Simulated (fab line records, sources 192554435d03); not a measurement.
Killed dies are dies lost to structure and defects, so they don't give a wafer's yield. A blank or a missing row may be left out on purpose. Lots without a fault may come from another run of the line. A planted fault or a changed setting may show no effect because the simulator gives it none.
A struck lot beside a sound one | flow n5_finfet | 16 steps out of a route of 1938
Sound: wafers L998.1, L998.2, L998.5. Struck: wafer L108.5. (L108.6 of the same lot was not struck and is left out.) The cause comes at the end.
At each step with rows: each side's tool, then ch and its chambers, then its first start. Under that, the readings that differ: sound wafers | struck wafers | difference of the means | sigmas: that difference in standard deviations of wafers without a fault.
alike: readings whose means differ by less than 2 such deviations, and words and numbers that are the same on both sides. not compared: withheld readings, readings that some wafer has no value for, bounds like >300 that may hide the same value, and numbers for which the record gives no deviation and whose values overlap.
The two part at a step that has a row with sigmas, a row that says differs or no value, or rows on one side only. Numbers that don't overlap but have no deviation are shown without sigmas and don't part them. A reading that every wafer of one side lacks parts them only if that side has two wafers or more.

N5_HKMG_FIN_STRIP_60: strips in N2/H2, time 360 s.
  sound on plasma_asher-01 ch 0,1, day 4 05:01; struck on plasma_asher-02 ch 0, day 7 00:44
  alike: drypump_motor_current_A, h2_flow_sccm, heater_power_w
  not compared: rf_hours_counter_h
then, 2 steps without rows for these wafers: N5_HKMG_FIN_WET_ETCH_77 (etches La2O3 in dHCl, stops on HfO2, target depth 2 nm); N5_HKMG_FIN_WET_ETCH_78 (etches Al2O3 in dNH4OH, stops on La2O3, target depth 4.5 nm, rinse time 30 s).
N5_HKMG_FIN_ALD_79: deposits TiN, target thk 1.5 nm, pulse time 1 s, purge time 3 s.
  sound on ald_metal-03 ch 0,1,2, day 4 05:30; struck on ald_metal-03 ch 2, day 7 01:14
  alike: chamber_pressure_Torr, heater_power_w, precursor_pulse_height_rel
  not compared: ald_cycles
N5_HKMG_FIN_CVD_62: deposits a-Si from Si2H6, target thk 3 nm, time 20.8 s.
  sound on thermal_cvd_si-02 ch 0,1, day 4 05:52; struck on thermal_cvd_si-02 ch 0, day 7 01:28
  alike: chamber_pressure_Torr, heater_power_w
then, 5 steps without rows for these wafers: N5_HKMG_FIN_RTA_80 (time 2 s); N5_HKMG_FIN_PRECLEAN_64 (cleans in dHF, time 30 s); N5_HKMG_FIN_WET_ETCH_65 (etches a-Si in TMAH, stops on TiN, time 49 s, target depth 3 nm); N5_HKMG_FIN_WET_ETCH_81 (etches TiN in SC1, stops on HfO2, time 57 s, target depth 6 nm); N5_HKMG_FIN_WET_ETCH_82 (etches La2O3 in dHCl, stops on HfO2, target depth 2 nm, rinse time 30 s).
N5_HKMG_FIN_ALD_36: deposits TiN, target thk 1 nm, pulse time 1 s, purge time 3 s.
  sound on ald_metal-04 ch 0,2,3, day 4 06:16; struck on ald_metal-04 ch 3, day 7 01:56
  reading                      | sound             | struck | difference | sigmas
  chamber_pressure_Torr (Torr) | 2.989 2.996 2.995 | 3.009  | +0.016     | +2
  alike: heater_power_w, precursor_pulse_height_rel
  not compared: ald_cycles
N5_HKMG_FIN_THK_MEAS_70: measures by xrf.
  sound on film_metro-02, day 4 06:32; struck on film_metro-02, day 7 02:06
  alike: HK_THK
N5_HKMG_FIN_PWFM_ALD_03: deposits TiN, target thk 2 nm, pulse time 1 s, purge time 3 s.
  sound on ald_metal-03 ch 0,2, day 4 06:34; struck on ald_metal-04 ch 3, day 7 02:22
  reading    | sound    | struck | difference | sigmas
  ald_cycles | 91 91 91 | 88     | -3         |
  alike: chamber_pressure_Torr, heater_power_w, precursor_pulse_height_rel
then, 1 step without rows for these wafers: N5_HKMG_FIN_COAT_29 (time 60 s, resist thk 300 nm).
-- the record jumps here: 4 days lie between the struck wafers' starts before and after (it left off in module HKMG_FIN and takes up again in module BEOL_M4, whose first step shown is number 1111 of the route) --
N5_BEOL_M4_RC_MEAS_101:
  sound on prober-01 ch 0, day 7 19:44; struck on prober-01 ch 0, day 10 18:01
  alike: DIBL_N, DIBL_P, IOFF_N, IOFF_P, ION_N, ION_P, SS_N, SS_P, VT_N, VT_P
-- the record jumps here: 4 days lie between the struck wafers' starts before and after (it left off in module BEOL_M4 and takes up again in module PASSIVATION, whose first step shown is number 1936 of the route) --
N5_PASSIVATION_PROBE_49:
  the record has rows for the struck wafers here (prober-01, day 14 19:41) and none for the sound ones

WHERE THEY PART
First at N5_HKMG_FIN_ALD_36; last, within this record, at N5_PASSIVATION_PROBE_49.

WHY: what the simulator had put in
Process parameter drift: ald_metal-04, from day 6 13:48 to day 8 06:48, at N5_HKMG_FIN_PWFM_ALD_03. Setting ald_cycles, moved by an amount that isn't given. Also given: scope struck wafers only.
